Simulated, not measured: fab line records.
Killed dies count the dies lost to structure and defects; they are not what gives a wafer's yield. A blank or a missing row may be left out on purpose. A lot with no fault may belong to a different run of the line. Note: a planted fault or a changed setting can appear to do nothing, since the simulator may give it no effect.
Chamber matching | flow n5Finfet | N5_BEOL_M7_ETCH_62 on rieDiel-04 has 4 sister chambers
The step etches SOC in N2/H2, target depth 110 nm, overetch 22 nm, time 165 s. 4 wafers are shown with their chamber, then 11 later ones without.

== WAFERS PAIRED WITH THEIR CHAMBERS ==
wafer  | chamber | drypumpMotorCurrentA (A)
L081.2 | 3       | 5.9
L083.6 | 1       | 6.2
L086.1 | 0       | 5.3
L090.1 | 2       | 4.9

== WAFERS WITHOUT THEIR CHAMBER ==
wafer  | drypumpMotorCurrentA (A)
L090.4 | 6.3
L090.5 | 5.3
L092.1 | 5.9
L092.4 | 5.3
L092.6 | 5.3
L097.3 | 6.2
L097.4 | 5.3
L097.6 | 6.2
L096.1 | 5.9
L096.2 | 4.9
L096.4 | 5.3

== CHAMBER TAKEN BY EACH ==
wafer  | from the rows above | in truth
L090.4 | 1                   | 1
L090.5 | 0                   | 0
L092.1 | 3                   | 3
L092.4 | 0                   | 0
L092.6 | 0                   | 0
L097.3 | 1                   | 1
L097.4 | 0                   | 0
L097.6 | 1                   | 1
L096.1 | 3                   | 3
L096.2 | 2                   | 2
L096.4 | 0                   | 0
Correctly placed: 11 of 11. Can't be placed from these rows: 0. Number placed wrongly: 0.
How it was worked out, from the rows above alone: a wafer's distance from a chamber is the root of the sum, over the readings, of the square of ((its reading less the chamber's mean) divided by the reading's scatter). The wafer belongs to the nearest chamber; if the next one is less than 2 further off, it can't be placed. For every chamber, the mean is computed from those of its wafers that are shown. The scatter (one wafer shown for each chamber): square how far every hidden wafer sits from the nearest shown wafer, average those squares and take the square root.
